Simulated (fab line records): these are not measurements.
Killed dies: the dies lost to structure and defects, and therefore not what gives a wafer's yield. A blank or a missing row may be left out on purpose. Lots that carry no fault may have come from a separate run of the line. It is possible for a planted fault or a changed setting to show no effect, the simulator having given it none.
Matching of chambers | flow n5 finfet | N5_BEOL_M2_PECVD_72 on pecvd-04: 3 sister chambers
The step deposits SiO2 from TEOS/O2, target thk 16 nm, time 18 s. 3 wafers are shown with their chamber, then 7 later ones without.

== WAFERS, EACH WITH ITS CHAMBER ==
wafer  | chamber | showerhead plenum p Torr (Torr)
L081.4 | 0       | 8.71
L088.1 | 1       | 8.93
L088.4 | 2       | 8.70

== WAFERS WITH NO CHAMBER GIVEN ==
wafer  | showerhead plenum p Torr (Torr)
L088.5 | 8.68
L090.2 | 8.91
L090.3 | 8.69
L090.6 | 8.71
L092.2 | 8.93
L092.4 | 8.93
L092.5 | 8.73

== EACH ONE'S CHAMBER ==
wafer  | from the rows above     | in truth
L088.5 | can't be placed: 2 or 0 | 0
L090.2 | 1                       | 1
L090.3 | can't be placed: 2 or 0 | 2
L090.6 | can't be placed: 0 or 2 | 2
L092.2 | 1                       | 1
L092.4 | 1                       | 1
L092.5 | can't be placed: 0 or 2 | 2
Correct placement for 3 of the 7. Cannot be placed on the basis of these rows: 4; the candidates contain the true chamber in 4. Placed wrongly: 0.
How it was worked out, from the rows above alone: a wafer's distance from a chamber is the root of the sum, over the readings, of the square of ((its reading less the chamber's mean) divided by the reading's scatter). If the next closest chamber is less than 2 further off than the closest, the wafer can't be placed; otherwise it belongs to the closest. Each chamber's mean is taken over the wafers shown for it. The scatter: root of mean squared gap, hidden wafer to nearest shown wafer, with one shown wafer a chamber.
